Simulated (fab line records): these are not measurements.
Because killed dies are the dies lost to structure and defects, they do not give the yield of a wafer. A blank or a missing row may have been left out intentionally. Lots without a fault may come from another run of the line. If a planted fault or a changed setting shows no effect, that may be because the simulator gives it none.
Chamber matching :: flow n5 finfet :: N5_FIN_CUT_STRIP_24 on rie diel-06 has 4 sister chambers
The step strips in CF4. 20 wafers are shown with their chamber, then 10 later ones without.

WAFERS, EACH WITH ITS CHAMBER
wafer: L076.2
chamber: 1
drypump motor current A (A): 5.94
showerhead plenum p Torr (Torr): 1.89
oes product au (a.u.): 0.78

wafer: L076.5
chamber: 0
drypump motor current A (A): 5.83
showerhead plenum p Torr (Torr): 1.82
oes product au (a.u.): 0.77

wafer: L076.6
chamber: 2
drypump motor current A (A): 5.53
showerhead plenum p Torr (Torr): 1.80
oes product au (a.u.): 0.73

wafer: L080.2
chamber: 0
drypump motor current A (A): 5.82
showerhead plenum p Torr (Torr): 1.82
oes product au (a.u.): 0.75

wafer: L080.3
chamber: 3
drypump motor current A (A): 5.78
showerhead plenum p Torr (Torr): 1.83
oes product au (a.u.): 0.98

wafer: L080.6
chamber: 2
drypump motor current A (A): 5.50
showerhead plenum p Torr (Torr): 1.79
oes product au (a.u.): 0.71

wafer: L085.1
chamber: 2
drypump motor current A (A): 5.51
showerhead plenum p Torr (Torr): 1.79
oes product au (a.u.): 0.71

wafer: L085.4
chamber: 3
drypump motor current A (A): 5.78
showerhead plenum p Torr (Torr): 1.82
oes product au (a.u.): 0.93

wafer: L085.5
chamber: 1
drypump motor current A (A): 5.88
showerhead plenum p Torr (Torr): 1.88
oes product au (a.u.): 0.75

wafer: L086.2
chamber: 2
drypump motor current A (A): 5.51
showerhead plenum p Torr (Torr): 1.79
oes product au (a.u.): 0.71

wafer: L086.3
chamber: 0
drypump motor current A (A): 5.83
showerhead plenum p Torr (Torr): 1.82
oes product au (a.u.): 0.74

wafer: L086.4
chamber: 1
drypump motor current A (A): 5.91
showerhead plenum p Torr (Torr): 1.88
oes product au (a.u.): 0.75

wafer: L088.2
chamber: 0
drypump motor current A (A): 5.82
showerhead plenum p Torr (Torr): 1.82
oes product au (a.u.): 0.74

wafer: L088.4
chamber: 2
drypump motor current A (A): 5.53
showerhead plenum p Torr (Torr): 1.79
oes product au (a.u.): 0.70

wafer: L088.6
chamber: 2
drypump motor current A (A): 5.53
showerhead plenum p Torr (Torr): 1.79
oes product au (a.u.): 0.71

wafer: L091.1
chamber: 3
drypump motor current A (A): 5.79
showerhead plenum p Torr (Torr): 1.82
oes product au (a.u.): 0.91

wafer: L091.4
chamber: 2
drypump motor current A (A): 5.52
showerhead plenum p Torr (Torr): 1.79
oes product au (a.u.): 0.70

wafer: L091.5
chamber: 0
drypump motor current A (A): 5.83
showerhead plenum p Torr (Torr): 1.82
oes product au (a.u.): 0.74

wafer: L093.1
chamber: 3
drypump motor current A (A): 5.79
showerhead plenum p Torr (Torr): 1.82
oes product au (a.u.): 0.90

wafer: L093.3
chamber: 1
drypump motor current A (A): 5.92
showerhead plenum p Torr (Torr): 1.88
oes product au (a.u.): 0.74

SIGNATURES (averages over the wafers above)
reading: drypump motor current A
chamber 0: 5.8260
chamber 1: 5.9125
chamber 2: 5.5186
chamber 3: 5.7850
scatter within a chamber: 0.0136

reading: showerhead plenum p Torr
chamber 0: 1.8200
chamber 1: 1.8825
chamber 2: 1.7914
chamber 3: 1.8225
scatter within a chamber: 0.00384

reading: oes product au
chamber 0: 0.7480
chamber 1: 0.7550
chamber 2: 0.7100
chamber 3: 0.9300
scatter within a chamber: 0.0193
Rule: for each reading, subtract the chamber's mean from the wafer's reading, divide by that reading's scatter and square the result; add these up over the readings and take the root, which gives the wafer's distance from the chamber. The wafer belongs to the nearest chamber; if the next one is less than 2 further off, it can't be placed. The scatter: take each reading less its chamber's mean, square it, sum over the shown wafers, divide by the number of wafers less the number of chambers, and take the root.

WAFERS MISSING THEIR CHAMBER
wafer: L093.4
drypump motor current A (A): 5.52
showerhead plenum p Torr (Torr): 1.79
oes product au (a.u.): 0.70

wafer: L094.1
drypump motor current A (A): 5.89
showerhead plenum p Torr (Torr): 1.88
oes product au (a.u.): 0.75

wafer: L094.2
drypump motor current A (A): 5.78
showerhead plenum p Torr (Torr): 1.82
oes product au (a.u.): 0.91

wafer: L094.3
drypump motor current A (A): 5.53
showerhead plenum p Torr (Torr): 1.79
oes product au (a.u.): 0.70

wafer: L094.4
drypump motor current A (A): 5.83
showerhead plenum p Torr (Torr): 1.81
oes product au (a.u.): 0.74

wafer: L094.5
drypump motor current A (A): 5.82
showerhead plenum p Torr (Torr): 1.81
oes product au (a.u.): 0.73

wafer: L094.6
drypump motor current A (A): 5.93
showerhead plenum p Torr (Torr): 1.88
oes product au (a.u.): 0.74

wafer: L097.3
drypump motor current A (A): 5.79
showerhead plenum p Torr (Torr): 1.82
oes product au (a.u.): 0.89

wafer: L097.4
drypump motor current A (A): 5.52
showerhead plenum p Torr (Torr): 1.78
oes product au (a.u.): 0.70

wafer: L097.6
drypump motor current A (A): 5.77
showerhead plenum p Torr (Torr): 1.82
oes product au (a.u.): 0.89

WHICH CHAMBER EACH WENT THROUGH
wafer: L093.4
from the rows above: 2
in truth: 2

wafer: L094.1
from the rows above: 1
in truth: 1

wafer: L094.2
from the rows above: 3
in truth: 3

wafer: L094.3
from the rows above: 2
in truth: 2

wafer: L094.4
from the rows above: 0
in truth: 0

wafer: L094.5
from the rows above: 0
in truth: 0

wafer: L094.6
from the rows above: 1
in truth: 1

wafer: L097.3
from the rows above: 3
in truth: 3

wafer: L097.4
from the rows above: 2
in truth: 2

wafer: L097.6
from the rows above: 3
in truth: 3
10 of 10 placed correctly. From these rows, 0 cannot be placed. Placed wrongly: 0.
